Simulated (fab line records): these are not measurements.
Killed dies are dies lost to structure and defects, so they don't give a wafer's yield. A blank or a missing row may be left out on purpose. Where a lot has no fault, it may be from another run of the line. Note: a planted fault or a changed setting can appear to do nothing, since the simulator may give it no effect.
The same fault as seen by 2 desks :: flow nandHarc :: numbers are kept per desk, each desk with only its own; the story behind them comes last

AT THE METROLOGY DESK
Lot by lot, what the gauges showed, no matter which tool ran the lot: averages of those sampled wafers that carry a number. A lot is out of limits, marked OUT, if its mean lies more than 4 standard deviations from the usual mean; the brackets give that distance.
Columns: A = overlayXNm at NHARC_HYBRID_BOND_OVL_MEAS_05, usual -1 nm; B = overlayYNm at NHARC_HYBRID_BOND_OVL_MEAS_05, usual 0 nm; C = cdNm at NHARC_THIN_TSV_CD_MEAS_33, usual 4999.2 nm
lot: L529
first seen here: day 23 23:01
A: 3
B: 3
C: 5001.7

lot: L531
first seen here: day 23 23:01
A: 24
B: 1
C: 4998.7

lot: L530
first seen here: day 24 03:22
A: -23
B: -10
C: 5000.5

lot: L532
first seen here: day 25 10:07
A: -7
B: -34
C: 4997.8

lot: L534
first seen here: day 25 10:07
A: -25
B: 3
C: 4996.6

lot: L533
first seen here: day 25 15:05
A: 20
B: -15
C: 5001.4

lot: L536
first seen here: day 27 05:31
A: -7
B: -1
C: 4997.4

lot: L537
first seen here: day 27 12:40
A: -12
B: 14
C: 4998.7

lot: L538
first seen here: day 27 12:40
A: 11
B: 1
C: 5002.0

lot: L543
first seen here: day 29 05:07
A: 5
B: 23
C: 4999.4

lot: L546
first seen here: day 31 00:07
A: 17
B: -10
C: 4998.9

lot: L547
first seen here: day 31 00:07
A: -30
B: 10
C: 4999.6

lot: L545
first seen here: day 31 04:28
A: -7
B: 20
C: 4998.0
This desk's finding: nothing out of limits on any of the 13 lots.

DESK OF THE TOOL OWNER: lpcvdPoly-04
The tool's own readings at NHARC_A_CHANNEL_FILL_D2_CVD_09 (deposits poly-Si, target thk 150 nm, time 3000 s): means of the sampled wafers that have a number, for each lot that ran on this tool. A lot is out of limits, marked OUT, if its mean lies more than 4 standard deviations from the usual mean; the brackets give that distance.
Columns: A = spikeTcBottomC at NHARC_A_CHANNEL_FILL_D2_CVD_09, usual 643.9 C; B = spikeTcUpperC at NHARC_A_CHANNEL_FILL_D2_CVD_09, usual 620.5 C
lot: L529
first seen here: day 15 13:39
A: 643.1
B: 621.7

lot: L530
first seen here: day 15 13:39
A: 643.2
B: 621.0

lot: L531
first seen here: day 15 13:39
A: 644.6
B: 621.3

lot: L532
first seen here: day 16 21:43
A: 643.5
B: 621.1

lot: L543
first seen here: day 21 04:10
A: 643.8
B: 622.1

lot: L546
first seen here: day 22 11:59
A: 643.5
B: 621.2

lot: L545
first seen here: day 22 17:22
A: 644.3
B: 620.4

lot: L547
first seen here: day 22 17:22
A: 643.7
B: 620.6
This desk's finding: nothing out of limits on any of the 8 lots.

PUT TOGETHER
Nothing out of limits was seen by the metrology desk.
The tool owner's desk saw nothing out of limits.

WHAT WAS PUT IN BY THE SIMULATOR
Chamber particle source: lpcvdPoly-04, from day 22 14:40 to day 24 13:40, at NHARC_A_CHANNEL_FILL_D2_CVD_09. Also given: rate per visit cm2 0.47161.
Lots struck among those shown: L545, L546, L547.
